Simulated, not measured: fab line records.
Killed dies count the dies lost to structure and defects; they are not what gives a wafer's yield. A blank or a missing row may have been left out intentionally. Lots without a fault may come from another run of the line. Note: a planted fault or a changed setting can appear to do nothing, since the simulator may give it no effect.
Matching of chambers + flow n5_finfet + N5_MOL_CONTACT_COAG_ETCH_59 on rie_diel-02 has 4 sister chambers
The step etches underlayer in N2/H2, target depth 13 nm, time 10.4 s. 8 wafers are shown with their chamber, then 11 later ones without.

== WAFERS PAIRED WITH THEIR CHAMBERS ==
| wafer  | chamber | drypump_motor_current_A (A) | throttle_valve_pct (%) |
|--------|---------|-----------------------------|------------------------|
| L080.5 | 1       | 6.1                         | 17.70                  |
| L085.1 | 1       | 6.1                         | 17.71                  |
| L085.6 | 3       | 6.1                         | 17.74                  |
| L087.6 | 2       | 5.9                         | 18.26                  |
| L092.3 | 0       | 5.6                         | 17.81                  |
| L092.4 | 2       | 6.0                         | 18.29                  |
| L092.6 | 0       | 5.6                         | 17.80                  |
| L093.1 | 3       | 6.1                         | 17.76                  |

== WAFERS MISSING THEIR CHAMBER ==
| wafer  | drypump_motor_current_A (A) | throttle_valve_pct (%) |
|--------|-----------------------------|------------------------|
| L093.3 | 5.6                         | 17.79                  |
| L093.4 | 5.9                         | 18.29                  |
| L094.1 | 5.9                         | 18.30                  |
| L094.5 | 6.1                         | 17.78                  |
| L094.6 | 5.9                         | 18.29                  |
| L095.2 | 6.1                         | 17.77                  |
| L095.5 | 5.9                         | 18.29                  |
| L095.6 | 6.0                         | 17.77                  |
| L097.1 | 6.1                         | 17.77                  |
| L097.2 | 5.9                         | 18.30                  |
| L097.4 | 6.1                         | 17.75                  |

== CHAMBER TAKEN BY EACH ==
| wafer  | from the rows above | in truth                   |
|--------|---------------------|----------------------------|
| L093.3 | 0                   | 0                          |
| L093.4 | 2                   | 2                          |
| L094.1 | 2                   | 2                          |
| L094.5 | 3                   | 3                          |
| L094.6 | 2                   | 2                          |
| L095.2 | 3                   | 3                          |
| L095.5 | 2                   | 2                          |
| L095.6 | 3                   | 3                          |
| L097.1 | 3                   | 3                          |
| L097.2 | 2                   | 2                          |
| L097.4 | 3                   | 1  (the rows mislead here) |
Correctly placed: 10 of 11. From these rows, 0 cannot be placed. Wrongly placed: 1.
How it was worked out, from the rows above alone: a wafer's distance from a chamber is the root of the sum, over the readings, of the square of ((its reading less the chamber's mean) divided by the reading's scatter). If the next closest chamber is less than 2 further off than the closest, the wafer can't be placed; otherwise it belongs to the closest. A chamber's mean is the mean of its shown wafers. How the scatter is found: for the shown wafers, subtract from each reading the mean of its chamber, square and add these, divide the total by (wafers less chambers), then take the root.
